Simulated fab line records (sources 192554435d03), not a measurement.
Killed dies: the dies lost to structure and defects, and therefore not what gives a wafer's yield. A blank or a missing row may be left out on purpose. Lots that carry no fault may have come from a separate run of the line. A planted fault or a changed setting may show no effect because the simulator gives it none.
fab line records + flow n5-finfet
record:
- lots: 5
- wafers: 15
- last-day: 17
route steps=1938 shown BEOL_M4@1055
lots that met no fault: taken from a fault-free run of the same line
start-h: hours from the record's opening day to when the first of the lot's shown wafers began + wait-h: hours from the lot's prior step to this one + " as in the row above + L1.1+2: several wafers, shown together as one row + - either no value or no given start + * or withheld: withheld + < > ~ a bound
route shown NAME@n: a module of which the file shows steps, and the number in the route of the first + usual: mean/standard deviation of fault-free wafers + same: alike in all rows + chamber/n: place in a boat + sites: readings site by site + _std_site: standard deviation of those values + _edge_site: inner sites' mean taken away from outer sites' mean + radius-mm: how far each site lies from the wafer's centre + mask NAME#n: copy n + behind: the last tool/chamber to shape the wafer + hold: cause of the lot's hold/its duration in hours/its outcome + device: the transistor (n, p or np) that didn't switch + end of line: tests of these same wafers at the route's end + where a step has no rows: the recipe by itself + killed: at the first sort, the dies lost to defects and structure; wafer yield is something else + map: per-die view of a wafer (x killed, . not killed, _ where there is no die)
set.NAME: the run value of the setting; set.NAME@STEP: its run value at that earlier step + model.NAME: the simulator's own value behind a step, which no gauge read
lots seen at some steps along the route; tables by step, rows by wafer
services: a tool's chamber out of use, with start hour (start-h, from the record's first day; less than 0 if before it), hours out, and reason
== steps ==
step: N5_BEOL_M4_DEVELOP_27
recipe:
- develop-time-s: 30
- developer: TMAH
- resist: CAR-EUV
- rinse-liquid: surfactant-rinse
- dry: air-spin
- dev-temp-c: 23
step: N5_BEOL_M4_CD_MEAS_28
recipe:
- target-cd-nm: 26.2
- landing-energy-ev: 500
- detector: se-inlens
- target-cd-y-nm: 24.1
- polarity: opening
usual:
- cd-nm: 26.20/0.2
| lot.wafer | tool      | chamber | start-h | wait-h | cd-nm |
|-----------|-----------|---------|---------|--------|-------|
| L633.2    | cd-sem-01 | 0       | 156.13  | -      | 26.22 |
| L633.3    | "         | 0       | "       | "      | 26.25 |
| L633.4    | "         | 0       | "       | "      | 26.04 |
| L639.2    | cd-sem-03 | 0       | 197.70  | -      | 26.31 |
| L639.5    | "         | 0       | "       | "      | 26.20 |
| L639.6    | "         | 0       | "       | "      | 26.32 |
| L648.2    | cd-sem-02 | 0       | 255.84  | -      | 25.92 |
| L648.3    | "         | 0       | "       | "      | 26.02 |
| L648.5    | "         | 0       | "       | "      | 26.02 |
| L649.3    | cd-sem-03 | 0       | 261.76  | -      | 26.44 |
| L649.4    | "         | 0       | "       | "      | 25.73 |
| L649.6    | "         | 0       | "       | "      | 26.38 |
| L654.1    | cd-sem-02 | 0       | 279.19  | -      | 26.21 |
| L654.4    | "         | 0       | "       | "      | 26.08 |
| L654.5    | "         | 0       | "       | "      | 26.12 |
step: N5_BEOL_M4_OVL_MEAS_29
recipe:
- points-per-wafer: 522
usual:
- V3_OVL: -0.3/0.58
| lot.wafer | tool       | chamber | start-h | wait-h | V3_OVL[nm] |
|-----------|------------|---------|---------|--------|------------|
| L633.2    | overlay-01 | 0       | 156.16  | 0.0    | 0.4        |
| L633.3    | "          | 0       | "       | "      | -0.1       |
| L633.4    | "          | 0       | "       | "      | -0.3       |
| L639.2    | overlay-02 | 0       | 197.73  | 0.0    | 0.3        |
| L639.5    | "          | 0       | "       | "      | 0.7        |
| L639.6    | "          | 0       | "       | "      | -0.2       |
| L648.2    | overlay-01 | 0       | 255.87  | 0.0    | -1.6       |
| L648.3    | "          | 0       | "       | "      | 0.3        |
| L648.5    | "          | 0       | "       | "      | -0.6       |
| L649.3    | overlay-01 | 0       | 261.80  | 0.0    | 0.3        |
| L649.4    | "          | 0       | "       | "      | -0.6       |
| L649.6    | "          | 0       | "       | "      | 0.1        |
| L654.1    | overlay-02 | 0       | 279.22  | 0.0    | -1.1       |
| L654.4    | "          | 0       | "       | "      | -0.3       |
| L654.5    | "          | 0       | "       | "      | -0.1       |
step: N5_BEOL_M4_INSPECT_30
recipe:
- mode: adi
- inspect-instrument: brightfield
usual:
- raw-defect-count: 421/87
| lot.wafer | tool              | chamber | start-h | wait-h | raw-defect-count |
|-----------|-------------------|---------|---------|--------|------------------|
| L633.2    | defect-inspect-01 | -       | 156.22  | 0.0    | 449              |
| L633.3    | "                 | -       | "       | "      | 405              |
| L633.4    | "                 | -       | "       | "      | 556              |
| L639.2    | defect-inspect-01 | -       | 197.79  | 0.0    | 357              |
| L639.5    | "                 | -       | "       | "      | 319              |
| L639.6    | "                 | -       | "       | "      | 344              |
| L648.2    | defect-inspect-02 | -       | 255.93  | 0.0    | 379              |
| L648.3    | "                 | -       | "       | "      | 526              |
| L648.5    | "                 | -       | "       | "      | 366              |
| L649.3    | defect-inspect-01 | -       | 261.85  | 0.0    | 297              |
| L649.4    | "                 | -       | "       | "      | 456              |
| L649.6    | "                 | -       | "       | "      | 399              |
| L654.1    | defect-inspect-02 | -       | 279.28  | 0.1    | 405              |
| L654.4    | "                 | -       | "       | "      | 602              |
| L654.5    | "                 | -       | "       | "      | 545              |
step: N5_BEOL_M4_DESCUM_33
recipe:
- chemistry: O2
- time-s: 7
- source-power-w: 50
- bias-power-w: 20
- pressure-mtorr: 20
- rf-frequency-hz: 2.712e+07
- temp-c: 40
- resist: CAR-EUV
- o2-flow-sccm: 225
usual:
- bias-power-w: 20.00/0.061
- drypump-motor-current-A: 5.5/0.44
- oes-product-au: 0.82/0.089
- rf-vpp-V: 243.2/1.4
- showerhead-plenum-p-Torr: 2.10/0.068
- temp-c: 40.01/0.1
- throttle-valve-pct: 20.55/0.26
| lot.wafer | tool        | chamber | start-h | wait-h | bias-power-w | drypump-motor-current-A | oes-product-au | rf-hours-counter-h | rf-vpp-V | showerhead-plenum-p-Torr | temp-c | throttle-valve-pct |
|-----------|-------------|---------|---------|--------|--------------|-------------------------|----------------|--------------------|----------|--------------------------|--------|--------------------|
| L633.2    | rie-diel-01 | 1       | 156.56  | 0.3    | 20.02        | 6.1                     | 0.78           | 108                | 242.7    | 2.02                     | 39.98  | 20.67              |
| L633.3    | "           | 2       | "       | "      | 19.93        | 5.6                     | 0.93           | 18                 | 245.1    | 2.23                     | 39.96  | 20.05              |
| L633.4    | "           | 0       | "       | "      | 19.88        | 5.9                     | 1.00           | 2                  | 244.2    | 2.14                     | 40.06  | 20.20              |
| L639.2    | rie-diel-01 | 2       | 197.90  | 0.1    | 20.14        | 5.6                     | 0.89           | 34                 | 245.0    | 2.23                     | 39.96  | 20.04              |
| L639.5    | "           | 2       | "       | "      | 20.09        | 5.6                     | 0.90           | -                  | 244.6    | 2.23                     | 40.08  | 20.04              |
| L639.6    | "           | 3       | "       | "      | 20.11        | 6.2                     | 0.80           | -                  | 245.1    | 2.21                     | 39.99  | 20.89              |
| L648.2    | rie-diel-04 | 1       | 255.96  | 0.0    | 19.90        | 4.8                     | 1.00           | 0                  | 243.0    | 2.05                     | 40.23  | 20.26              |
| L648.3    | "           | 3       | "       | "      | 20.05        | 5.4                     | 0.78           | 118                | 242.5    | 2.11                     | 40.00  | 20.63              |
| L648.5    | "           | 1       | "       | "      | 19.93        | 4.7                     | 1.00           | -                  | 241.4    | 2.05                     | 40.20  | 20.25              |
| L649.3    | rie-diel-02 | 1       | 261.88  | 0.0    | 19.93        | 5.4                     | 0.86           | 42                 | 241.9    | 2.03                     | 39.97  | 20.19              |
| L649.4    | "           | 2       | "       | "      | 20.04        | 5.0                     | 0.69           | 207                | 242.4    | 1.99                     | 40.00  | 20.83              |
| L649.6    | "           | 2       | "       | "      | 20.11        | 5.1                     | 0.70           | -                  | 241.1    | 1.99                     | 40.04  | 20.82              |
| L654.1    | rie-diel-02 | 3       | 279.31  | 0.0    | 19.89        | 4.9                     | 0.71           | 195                | 242.4    | 2.09                     | 40.06  | 20.54              |
| L654.4    | "           | 1       | "       | "      | 19.97        | 5.3                     | 0.86           | 48                 | 241.0    | 2.03                     | 39.86  | 20.21              |
| L654.5    | "           | 0       | "       | "      | 19.89        | 5.6                     | 0.72           | -                  | 241.3    | 2.08                     | 40.25  | 20.86              |
step: N5_BEOL_M4_ETCH_77
recipe:
- chemistry: N2/H2
- target: underlayer
- target-depth-a: 65
- mask-material: CAR-EUV
- time-s: 5.2
- ion-energy-ev: 200
- pressure-mtorr: 30
- source-w: 840
- bias-w: 150
- n2-flow-sccm: 200
- h2-flow-sccm: 200
- ends: cleared
usual:
- drypump-motor-current-A: 5.5/0.44
- etch-rf-on-time-s: 5.14/0.081
- oes-product-au: 0.70/0.075
- rf-fwd-power-W: 819.6/2.6
- rf-vpp-V: 524.2/2.4
- showerhead-plenum-p-Torr: 2.55/0.082
- throttle-valve-pct: 17.93/0.29
| lot.wafer | tool        | chamber | start-h | wait-h | drypump-motor-current-A | etch-rf-on-time-s | oes-product-au | rf-fwd-power-W | rf-hours-counter-h | rf-vpp-V | showerhead-plenum-p-Torr | throttle-valve-pct |
|-----------|-------------|---------|---------|--------|-------------------------|-------------------|----------------|----------------|--------------------|----------|--------------------------|--------------------|
| L633.2    | rie-diel-01 | 1       | 156.59  | 0.0    | 6.1                     | 5.06              | 0.67           | 825.3          | 108                | 521.1    | 2.45                     | 18.03              |
| L633.3    | "           | 2       | "       | "      | 5.6                     | 5.12              | 0.80           | 817.4          | 18                 | 526.9    | 2.70                     | 17.33              |
| L633.4    | "           | 0       | "       | "      | 5.9                     | 5.05              | 0.87           | 819.7          | 2                  | 523.5    | 2.61                     | 17.57              |
| L639.2    | rie-diel-01 | 2       | 197.93  | 0.0    | 5.6                     | 5.13              | 0.76           | 822.5          | 34                 | 527.7    | 2.70                     | 17.37              |
| L639.5    | "           | 2       | "       | "      | 5.6                     | 5.11              | 0.77           | 818.8          | -                  | 528.3    | 2.70                     | 17.34              |
| L639.6    | "           | 3       | "       | "      | 6.2                     | 5.05              | 0.70           | 815.0          | -                  | 528.0    | 2.67                     | 18.32              |
| L648.2    | rie-diel-04 | 1       | 255.99  | 0.0    | 4.7                     | 5.06              | 0.85           | 813.5          | 0                  | 523.0    | 2.49                     | 17.55              |
| L648.3    | "           | 3       | "       | "      | 5.4                     | 5.15              | 0.66           | 818.0          | 118                | 524.3    | 2.56                     | 18.00              |
| L648.5    | "           | 1       | "       | "      | 4.8                     | 5.10              | 0.85           | 817.9          | -                  | 522.1    | 2.49                     | 17.56              |
| L649.3    | rie-diel-02 | 1       | 261.91  | 0.0    | 5.4                     | 5.16              | 0.75           | 820.2          | 42                 | 523.1    | 2.47                     | 17.51              |
| L649.4    | "           | 2       | "       | "      | 5.1                     | 5.19              | 0.59           | 820.8          | 207                | 519.6    | 2.41                     | 18.23              |
| L649.6    | "           | 2       | "       | "      | 5.0                     | 5.16              | 0.61           | 824.2          | -                  | 520.6    | 2.42                     | 18.21              |
| L654.1    | rie-diel-02 | 3       | 279.35  | 0.0    | 4.9                     | 5.20              | 0.62           | 817.1          | 195                | 522.6    | 2.52                     | 18.00              |
| L654.4    | "           | 1       | "       | "      | 5.4                     | 5.16              | 0.73           | 822.6          | 48                 | 521.7    | 2.47                     | 17.54              |
| L654.5    | "           | 0       | "       | "      | 5.6                     | 5.25              | 0.62           | 822.9          | -                  | 523.1    | 2.50                     | 18.04              |
step: N5_BEOL_M4_ETCH_69
recipe:
- chemistry: CF4
- target: SiARC
- target-depth-a: 156
- mask-material: CAR-EUV
- time-s: 26
- ion-energy-ev: 80
- pressure-mtorr: 40
- source-w: 545
- bias-w: 36
- Ar_flow_sccm: 100
- cf4-flow-sccm: 100
- ends: cleared
usual:
- drypump-motor-current-A: 5.5/0.43
- etch-rf-on-time-s: 25.8/0.37
- oes-product-au: 0.70/0.075
- rf-fwd-power-W: 531.8/1.6
- rf-vpp-V: 184.1/1.1
- showerhead-plenum-p-Torr: 2.15/0.061
- throttle-valve-pct: 15.69/0.25
| lot.wafer | tool        | chamber | start-h | wait-h | drypump-motor-current-A | etch-rf-on-time-s | oes-product-au | rf-fwd-power-W | rf-hours-counter-h | rf-vpp-V | showerhead-plenum-p-Torr | throttle-valve-pct |
|-----------|-------------|---------|---------|--------|-------------------------|-------------------|----------------|----------------|--------------------|----------|--------------------------|--------------------|
| L633.2    | rie-diel-01 | 1       | 156.61  | 0.0    | 6.0                     | 25.8              | 0.67           | 530.5          | 108                | 183.8    | 2.08                     | 15.86              |
| L633.3    | "           | 2       | "       | "      | 5.6                     | 26.1              | 0.78           | 530.9          | 18                 | 185.6    | 2.27                     | 15.14              |
| L633.4    | "           | 0       | "       | "      | 6.0                     | 25.6              | 0.87           | 531.9          | 2                  | 183.7    | 2.20                     | 15.36              |
| L639.2    | rie-diel-01 | 2       | 197.95  | 0.0    | 5.6                     | 25.7              | 0.77           | 531.0          | 34                 | 185.4    | 2.26                     | 15.15              |
| L639.5    | "           | 2       | "       | "      | 5.6                     | 26.1              | 0.77           | 533.5          | -                  | 186.1    | 2.26                     | 15.16              |
| L639.6    | "           | 3       | "       | "      | 6.2                     | 25.6              | 0.69           | 533.2          | -                  | 184.4    | 2.24                     | 15.92              |
| L648.2    | rie-diel-04 | 1       | 256.01  | 0.0    | 4.7                     | 25.3              | 0.85           | 532.7          | 0                  | 183.1    | 2.11                     | 15.44              |
| L648.3    | "           | 3       | "       | "      | 5.4                     | 25.4              | 0.67           | 526.9          | 118                | 183.4    | 2.15                     | 15.74              |
| L648.5    | "           | 1       | "       | "      | 4.7                     | 25.5              | 0.84           | 528.0          | -                  | 182.6    | 2.11                     | 15.46              |
| L649.3    | rie-diel-02 | 1       | 261.93  | 0.0    | 5.3                     | 25.8              | 0.74           | 532.1          | 42                 | 183.4    | 2.09                     | 15.40              |
| L649.4    | "           | 2       | "       | "      | 5.0                     | 25.8              | 0.60           | 530.7          | 207                | 182.3    | 2.04                     | 15.99              |
| L649.6    | "           | 2       | "       | "      | 5.0                     | 25.7              | 0.60           | 530.6          | -                  | 182.4    | 2.04                     | 15.99              |
| L654.1    | rie-diel-02 | 3       | 279.37  | 0.0    | 4.9                     | 25.8              | 0.61           | 528.7          | 195                | 182.7    | 2.13                     | 15.72              |
| L654.4    | "           | 1       | "       | "      | 5.4                     | 26.0              | 0.74           | 532.3          | 48                 | 183.8    | 2.09                     | 15.43              |
| L654.5    | "           | 0       | "       | "      | 5.6                     | 26.4              | 0.62           | 532.9          | -                  | 184.2    | 2.12                     | 15.99              |
step: N5_BEOL_M4_ALD_98
recipe:
- material: SiO2
- target-thk-a: 25
- temp-c: 100
- ald-precursor-family: BDEAS
- ald-co-reactant: O2-plasma
- pulse-time-s: 1
- co-reactant-pulse-time-s: 1
- purge-time-s: 2
- co-reactant-purge-time-s: 2
- ald-cycles: 17
- pressure-torr: 2
usual:
- heater-power-w: 77/7.4
- precursor-pulse-height-rel: 1.000/0.018
same:
- pulse-time-s: 1
| lot.wafer | tool       | chamber | start-h | wait-h | heater-power-w | precursor-pulse-height-rel |
|-----------|------------|---------|---------|--------|----------------|----------------------------|
| L633.2    | ald-sin-01 | 1       | 156.69  | 0.1    | 71             | 1.000                      |
| L633.3    | "          | 0       | "       | "      | 81             | 0.999                      |
| L633.4    | "          | 2       | "       | "      | 91             | 1.009                      |
| L639.2    | ald-sin-01 | 3       | 198.03  | 0.1    | 80             | 0.987                      |
| L639.5    | "          | 1       | "       | "      | 71             | 1.009                      |
| L639.6    | "          | 0       | "       | "      | 80             | 0.981                      |
| L648.2    | ald-sin-01 | 1       | 256.11  | 0.1    | 73             | 1.002                      |
| L648.3    | "          | 3       | "       | "      | 80             | 1.000                      |
| L648.5    | "          | 1       | "       | "      | 71             | 1.020                      |
| L649.3    | ald-sin-03 | 2       | 262.01  | 0.1    | 73             | 0.985                      |
| L649.4    | "          | 0       | "       | "      | 81             | 0.979                      |
| L649.6    | "          | 3       | "       | "      | 77             | 0.984                      |
| L654.1    | ald-sin-02 | 3       | 279.45  | 0.1    | 90             | 1.007                      |
| L654.4    | "          | 2       | "       | "      | 79             | 0.981                      |
| L654.5    | "          | 1       | "       | "      | 60             | 0.967                      |
step: N5_BEOL_M4_ETCHBACK_99
recipe:
- chemistry: CHF3
- target: SiO2
- target-depth-a: 50
- time-s: 10.4
- source-w: 215
- bias-w: 47
- Ar_flow_sccm: 200
- CHF3_flow_sccm: 12
- ion-energy-ev: 100
- pressure-mtorr: 30
usual:
- drypump-motor-current-A: 5.5/0.42
- oes-product-au: 0.81/0.083
- rf-vpp-V: 241/3.1
- showerhead-plenum-p-Torr: 2.16/0.064
- throttle-valve-pct: 17.17/0.26
| lot.wafer | tool        | chamber | start-h | wait-h | drypump-motor-current-A | oes-product-au | rf-hours-counter-h | rf-vpp-V | showerhead-plenum-p-Torr | throttle-valve-pct |
|-----------|-------------|---------|---------|--------|-------------------------|----------------|--------------------|----------|--------------------------|--------------------|
| L633.2    | rie-diel-01 | 0       | 158.55  | 1.8    | 5.9                     | 1.01           | 3                  | 242      | 2.21                     | 16.85              |
| L633.3    | "           | 2       | "       | "      | 5.6                     | 0.92           | 19                 | 247      | 2.28                     | 16.58              |
| L633.4    | "           | 3       | "       | "      | 6.2                     | 0.82           | 91                 | 243      | 2.26                     | 17.38              |
| L639.2    | rie-diel-04 | 3       | 200.18  | 2.1    | 5.4                     | 0.80           | 96                 | 238      | 2.17                     | 17.16              |
| L639.5    | "           | 2       | "       | "      | 5.6                     | 0.90           | -                  | 241      | 2.19                     | 17.18              |
| L639.6    | "           | 1       | "       | "      | 4.7                     | 0.68           | -                  | 243      | 2.12                     | 17.35              |
| L648.2    | rie-diel-01 | 1       | 258.86  | 2.7    | 6.1                     | 0.74           | 146                | 237      | 2.06                     | 17.37              |
| L648.3    | "           | 0       | "       | "      | 5.9                     | 0.91           | 39                 | 243      | 2.19                     | 16.90              |
| L648.5    | "           | 0       | "       | "      | 5.9                     | 0.90           | -                  | 241      | 2.19                     | 16.90              |
| L649.3    | rie-diel-02 | 1       | 262.45  | 0.4    | 5.4                     | 0.86           | 43                 | 242      | 2.10                     | 16.88              |
| L649.4    | "           | 0       | "       | "      | 5.6                     | 0.73           | 203                | 240      | 2.14                     | 17.43              |
| L649.6    | "           | 3       | "       | "      | 4.9                     | 0.72           | -                  | 244      | 2.14                     | 17.17              |
| L654.1    | rie-diel-02 | 0       | 286.93  | 7.4    | 5.6                     | 0.73           | 211                | 238      | 2.13                     | 17.46              |
| L654.4    | "           | 2       | "       | "      | 5.0                     | 0.70           | 215                | 238      | 2.05                     | 17.50              |
| L654.5    | "           | 3       | "       | "      | 4.9                     | 0.72           | -                  | 245      | 2.14                     | 17.18              |
step: N5_BEOL_M4_ETCH_70
recipe:
- chemistry: N2/H2
- target: SOC
- target-depth-a: 800
- overetch-a: 240
- mask-material: SiARC
- temp-c: 40
- time-s: 130
- ion-energy-ev: 200
- pressure-mtorr: 30
- source-w: 840
- bias-w: 150
- n2-flow-sccm: 200
- h2-flow-sccm: 200
step: N5_BEOL_M4_STRIP_71
recipe:
- chemistry: N2/H2
- temp-c: 40
- n2-flow-sccm: 200
- h2-flow-sccm: 200
- rf-frequency-hz: 6e+07
step: N5_BEOL_M4_STRIP_78
recipe:
- chemistry: N2/H2
- temp-c: 40
- n2-flow-sccm: 200
- h2-flow-sccm: 200
- rf-frequency-hz: 6e+07
step: N5_BEOL_M4_VIA_ETCH_34
recipe:
- chemistry: C4F6/O2
- target-depth-a: 694
- mask-material: SOC
- pressure-mtorr: 15
- ion-energy-ev: 250
- taper-deg: 4
- time-s: 65.9
- source-w: 350
- bias-w: 170
- Ar_flow_sccm: 300
- C4F6_flow_sccm: 10
- O2_flow_sccm: 10
usual:
- drypump-motor-current-A: 5.5/0.42
- oes-product-au: 0.81/0.084
- rf-fwd-power-W: 346.7/1.2
- rf-vpp-V: 667/8.2
- showerhead-plenum-p-Torr: 2.85/0.081
- throttle-valve-pct: 30.88/0.27
| lot.wafer | tool        | chamber | start-h | wait-h | drypump-motor-current-A | oes-product-au | rf-fwd-power-W | rf-hours-counter-h | rf-vpp-V | showerhead-plenum-p-Torr | throttle-valve-pct | model.etch.depth-nm | model.SOC_of_BEOL_M4_COAT_67.thk-nm |
|-----------|-------------|---------|---------|--------|-------------------------|----------------|----------------|--------------------|----------|--------------------------|--------------------|---------------------|-------------------------------------|
| L633.2    | rie-diel-01 | 0       | 158.69  | 0.0    | 5.9                     | 1.01           | 347.9          | 3                  | 666      | 2.91                     | 30.54              | 70.77               | 51.8                                |
| L633.3    | "           | 2       | "       | "      | 5.6                     | 0.92           | 348.9          | 19                 | 680      | 3.01                     | 30.26              | 69.54               | 52.2                                |
| L633.4    | "           | 3       | "       | "      | 6.2                     | 0.83           | 346.2          | 91                 | 673      | 2.98                     | 31.13              | 70.34               | 52                                  |
| L639.2    | rie-diel-04 | 3       | 200.33  | 0.0    | 5.4                     | 0.81           | 344.7          | 96                 | 658      | 2.87                     | 30.91              | 70.2                | 51.4                                |
| L639.5    | "           | 2       | "       | "      | 5.6                     | 0.90           | 344.9          | -                  | 661      | 2.88                     | 30.99              | 69.15               | 51.8                                |
| L639.6    | "           | 1       | "       | "      | 4.7                     | 0.67           | 345.2          | -                  | 666      | 2.80                     | 30.93              | 66.92               | 52                                  |
| L648.2    | rie-diel-01 | 1       | 259.00  | 0.0    | 6.1                     | 0.75           | 348.3          | 146                | 657      | 2.73                     | 31.02              | 70.16               | 52                                  |
| L648.3    | "           | 0       | "       | "      | 6.0                     | 0.86           | 262.0          | 40                 | 765      | 2.89                     | 30.55              | 63.84               | 52.6                                |
| L648.5    | "           | 0       | "       | "      | 6.0                     | 0.86           | 261.2          | -                  | 763      | 2.89                     | 30.54              | 63.77               | 52.6                                |
| L649.3    | rie-diel-02 | 1       | 262.60  | 0.0    | 5.4                     | 0.87           | 347.5          | 43                 | 673      | 2.77                     | 30.53              | 69.45               | 51.4                                |
| L649.4    | "           | 0       | "       | "      | 5.6                     | 0.73           | 348.7          | 203                | 658      | 2.82                     | 31.10              | 68.79               | 52                                  |
| L649.6    | "           | 3       | "       | "      | 4.9                     | 0.72           | 346.9          | -                  | 675      | 2.83                     | 30.84              | 69.21               | 51.6                                |
| L654.1    | rie-diel-02 | 0       | 287.07  | 0.0    | 5.6                     | 0.72           | 347.0          | 211                | 658      | 2.82                     | 31.10              | 67.66               | 51.8                                |
| L654.4    | "           | 2       | "       | "      | 5.0                     | 0.69           | 348.2          | 215                | 656      | 2.71                     | 31.27              | 68.35               | 51.8                                |
| L654.5    | "           | 3       | "       | "      | 4.9                     | 0.71           | 344.7          | -                  | 674      | 2.83                     | 30.84              | 68.84               | 51.6                                |
step: N5_BEOL_M4_STRIP_83
recipe:
- chemistry: C4F6/O2
- resist: SiARC
- rf-frequency-hz: 6e+07
step: N5_BEOL_M4_RC_MEAS_101
usual:
- DIBL_N: 36.4/1.5
- DIBL_P: 36.4/1.6
- IOFF_N: 0.164/0.025
- IOFF_P: 0.214/0.028
- ION_N: 675/9.9
- ION_P: 463/6.5
- SS_N: 71.5/0.5
- SS_P: 73.3/0.56
- VT_N: 249.2/2.7
- VT_P: -250.1/2.8
| lot.wafer | tool      | chamber | start-h | wait-h | DIBL_N[mV/V] | DIBL_P[mV/V] | IOFF_N[nA/um] | IOFF_P[nA/um] | ION_N[uA/um] | ION_P[uA/um] | SS_N[mV/dec] | SS_P[mV/dec] | VT_N[mV] | VT_P[mV] |
|-----------|-----------|---------|---------|--------|--------------|--------------|---------------|---------------|--------------|--------------|--------------|--------------|----------|----------|
| L633.2    | prober-02 | 0       | 164.35  | 0.2    | 36.9         | 36.0         | 0.149         | 0.180         | 663          | 449          | 71.6         | 73.3         | 247.9    | -254.4   |
| L633.3    | "         | 0       | "       | "      | 37.6         | 36.7         | 0.156         | 0.191         | 674          | 452          | 71.2         | 73.5         | 250.3    | -252.5   |
| L633.4    | "         | 0       | "       | "      | 37.0         | 36.4         | 0.146         | 0.184         | 677          | 463          | 71.7         | 72.6         | 250.0    | -253.9   |
| L639.2    | prober-01 | 0       | 205.09  | 0.2    | 36.7         | 37.9         | 0.170         | 0.231         | 676          | 466          | 72.4         | 73.5         | 250.0    | -249.0   |
| L639.5    | "         | 0       | "       | "      | 37.9         | 40.2         | 0.198         | 0.263         | 683          | 468          | 71.8         | 74.4         | 247.6    | -246.9   |
| L639.6    | "         | 0       | "       | "      | 37.3         | 39.3         | 0.174         | 0.245         | 674          | 458          | 72.2         | 74.0         | 248.1    | -249.2   |
| L648.2    | prober-02 | 0       | 265.09  | 0.2    | 36.7         | 35.9         | 0.172         | 0.212         | 678          | 460          | 71.6         | 73.2         | 250.0    | -252.2   |
| L648.3    | "         | 0       | "       | "      | 35.6         | 34.0         | 0.149         | 0.185         | 679          | 466          | 71.0         | 72.5         | 251.9    | -249.8   |
| L648.5    | "         | 0       | "       | "      | 35.6         | 34.0         | 0.141         | 0.182         | 669          | 457          | 71.2         | 72.2         | 252.1    | -252.6   |
| L649.3    | prober-02 | 0       | 270.10  | 0.7    | 34.1         | 33.4         | 0.139         | 0.180         | 680          | 469          | 70.3         | 73.1         | 249.9    | -253.1   |
| L649.4    | "         | 0       | "       | "      | 36.8         | 36.7         | 0.181         | 0.211         | 686          | 466          | 70.4         | 73.2         | 247.8    | -249.4   |
| L649.6    | "         | 0       | "       | "      | 35.2         | 35.4         | 0.157         | 0.195         | 676          | 469          | 70.7         | 72.9         | 247.9    | -250.3   |
| L654.1    | prober-02 | 0       | 291.48  | 0.0    | 35.6         | 35.2         | 0.155         | 0.181         | 667          | 458          | 72.2         | 73.3         | 249.0    | -252.2   |
| L654.4    | "         | 0       | "       | "      | 35.3         | 35.7         | 0.161         | 0.185         | 686          | 469          | 71.6         | 72.5         | 249.0    | -252.1   |
| L654.5    | "         | 0       | "       | "      | 33.9         | 32.8         | 0.131         | 0.148         | 667          | 453          | 71.3         | 72.8         | 250.3    | -256.1   |
== services ==
| tool        | chamber | start-h | hours | kind                          |
|-------------|---------|---------|-------|-------------------------------|
| ald-sin-03  | 3       | 172.68  | 20.5  | repair                        |
| ald-sin-03  | -       | 178.11  | 14.0  | pm                            |
| ald-sin-03  | 0       | 178.11  | 14.0  | vent-cycle                    |
| rie-diel-02 | 0       | 180.49  | 4.4   | repair                        |
| ald-sin-02  | -       | 182.71  | 14.6  | pm                            |
| rie-diel-02 | -       | 220.78  | 2.3   | repair                        |
| rie-diel-04 | 1       | 229.53  | -     | clean                         |
| rie-diel-04 | 1       | 229.53  | -     | consumable-replace:focus-ring |
| rie-diel-04 | 1       | 229.53  | 26.2  | scheduled-down                |
| rie-diel-04 | 1       | 229.53  | 26.2  | vent-cycle                    |
| ald-sin-03  | -       | 254.01  | 0.5   | repair                        |
| ald-sin-01  | -       | 261.74  | 0.3   | repair                        |
| ald-sin-01  | -       | 268.25  | 14.0  | pm                            |
| ald-sin-01  | 0       | 268.25  | 14.0  | vent-cycle                    |
| ald-sin-01  | 1       | 268.25  | 14.0  | vent-cycle                    |
| ald-sin-01  | 2       | 268.25  | 14.0  | vent-cycle                    |
| ald-sin-01  | 3       | 268.25  | 14.0  | vent-cycle                    |
| rie-diel-01 | 3       | 270.15  | 5.9   | repair                        |
| ald-sin-03  | -       | 280.74  | 1.5   | repair                        |
| ald-sin-01  | 0       | 282.25  | -     | clean                         |
| ald-sin-01  | 1       | 282.25  | -     | clean                         |
| ald-sin-01  | 2       | 282.25  | -     | clean                         |
| ald-sin-01  | 3       | 282.25  | -     | clean                         |
| rie-diel-01 | 2       | 285.76  | 10.5  | repair                        |
== key ==
first-sign:
- step: N5_BEOL_M4_VIA_ETCH_34
- reading: rf-fwd-power-W
- direction: down
- sigmas: 70
- usual: *
- struck: *
effect:
- step: N5_BEOL_M4_VIA_ETCH_34
- reading: rf-vpp-V
- direction: up
- sigmas: 12
- usual: 667
- struck: 764
model-effect:
- step: N5_BEOL_M4_VIA_ETCH_34
- value: etch.depth-nm
- without: 70.94
- struck: 63.8
met-at N5_BEOL_M4_VIA_ETCH_34
struck-wafers L648.3,L648.5
onset-between 158.69 259.00
fault:
- kind: process-parameter-drift
- tool: rie-diel-01
- chamber: 0
- onset-h: 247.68
- steps: N5_BEOL_M4_VIA_ETCH_34
- channel: source-w
- offset: -84
- shape: step
- end-h: 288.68
- acts-in: these-recipes-only
- stated: 350
